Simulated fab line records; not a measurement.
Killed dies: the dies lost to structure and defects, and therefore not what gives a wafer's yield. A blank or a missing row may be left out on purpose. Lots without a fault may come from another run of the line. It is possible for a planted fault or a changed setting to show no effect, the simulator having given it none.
One fault seen from 2 desks :: flow n5Finfet :: what lay behind the numbers comes last; until then each desk has only its own

## THE METROLOGY DESK
Lot by lot, what the gauges showed, no matter which tool ran the lot: averages of those sampled wafers that carry a number. A lot is out of limits, marked OUT, if its mean lies more than 4 standard deviations from the usual mean; the brackets give that distance. 7 of its 12 readings are shown, namely those furthest out on some lot.
Columns: A = cdNm at N5_BEOL_M4_CD_MEAS_28, usual 26.25 nm; B = DIBL_P at N5_BEOL_M4_RC_MEAS_101, usual 36.5 mV/V; C = IOFF_P at N5_BEOL_M4_RC_MEAS_101, usual 0.22 nA/um; D = ION_N at N5_BEOL_M4_RC_MEAS_101, usual 674 uA/um; E = SS_P at N5_BEOL_M4_RC_MEAS_101, usual 73.4 mV/dec; F = VT_N at N5_BEOL_M4_RC_MEAS_101, usual 249 mV; G = VT_P at N5_BEOL_M4_RC_MEAS_101, usual -250 mV
lot: L843
first seen here: day 8 20:44
A: 26.47
B: 35.1
C: 0.20
D: 649
E: 73.3
F: 252
G: -253

lot: L844
first seen here: day 9 00:00
A: 26.62
B: 39.4
C: 0.28
D: 689
E: 74.3
F: 245
G: -246

lot: L850
first seen here: day 10 20:28
A: 26.41
B: 35.7
C: 0.18
D: 673
E: 73.4
F: 250
G: -252

lot: L853
first seen here: day 11 07:53
A: 26.25
B: 37.1
C: 0.22
D: 682
E: 73.8
F: 247
G: -249

lot: L857
first seen here: day 11 20:12
A: 26.10
B: 37.3
C: 0.22
D: 671
E: 73.8
F: 249
G: -249

lot: L854
first seen here: day 11 20:44
A: 25.92
B: 36.0
C: 0.20
D: 666
E: 73.2
F: 252
G: -251

lot: L856
first seen here: day 12 03:25
A: 25.79
B: 36.7
C: 0.21
D: 688
E: 73.7
F: 245
G: -250

lot: L859
first seen here: day 12 09:58
A: 26.19
B: 36.3
C: 0.20
D: 673
E: 73.7
F: 249
G: -254

lot: L861
first seen here: day 13 05:01
A: 25.91
B: 32.5
C: 0.14
D: 658
E: 72.2
F: 256
G: -255

lot: L860
first seen here: day 13 16:14
A: 26.31
B: 39.9
C: 0.28
D: 685
E: 74.5
F: 246
G: -249
Result from this desk: across the 10 lots, nothing is out of limits.

## DESK OF THE TOOL OWNER: rieDiel-06
The tool's own readings at N5_BEOL_M4_ETCH_41 (etches SiCN in CH3F/O2, target depth 29.9 nm, time 52.5 s): means of the sampled wafers that have a number, for each lot that ran on this tool. A lot is out of limits, marked OUT, if its mean lies more than 4 standard deviations from the usual mean; the brackets give that distance.
Columns: A = biasW at N5_BEOL_M4_ETCH_41, usual 74.97 W; B = chamberPressureMTorr at N5_BEOL_M4_ETCH_41, usual 29.998 mTorr; C = drypumpMotorCurrentA at N5_BEOL_M4_ETCH_41, usual 5.9 A; D = oesProductAu at N5_BEOL_M4_ETCH_41, usual 0.77 a.u.; E = rfVppV at N5_BEOL_M4_ETCH_41, usual 297.4 V; F = showerheadPlenumPTorr at N5_BEOL_M4_ETCH_41, usual 2.00 Torr; G = throttleValvePct at N5_BEOL_M4_ETCH_41, usual 16.38 %
lot: L843
first seen here: day 8 22:44
A: 74.71
B: 29.968
C: 6.3
D: 0.72
E: 298.7
F: 2.07
G: 16.57

lot: L850
first seen here: day 10 22:40
A: 75.16
B: 29.978
C: 5.6
D: 0.96
E: 298.7
F: 2.06
G: 16.38

lot: L853
first seen here: day 11 09:13
A: 75.03
B: 30.011
C: 5.9
D: 1.03
E: 298.3
F: 2.04
G: 16.31
Result from this desk: across the 3 lots, nothing is out of limits.

## TAKEN TOGETHER
Nothing out of limits was seen by the metrology desk.
Nothing out of limits was seen by the tool owner's desk.

## WHAT THE SIMULATOR PUT IN
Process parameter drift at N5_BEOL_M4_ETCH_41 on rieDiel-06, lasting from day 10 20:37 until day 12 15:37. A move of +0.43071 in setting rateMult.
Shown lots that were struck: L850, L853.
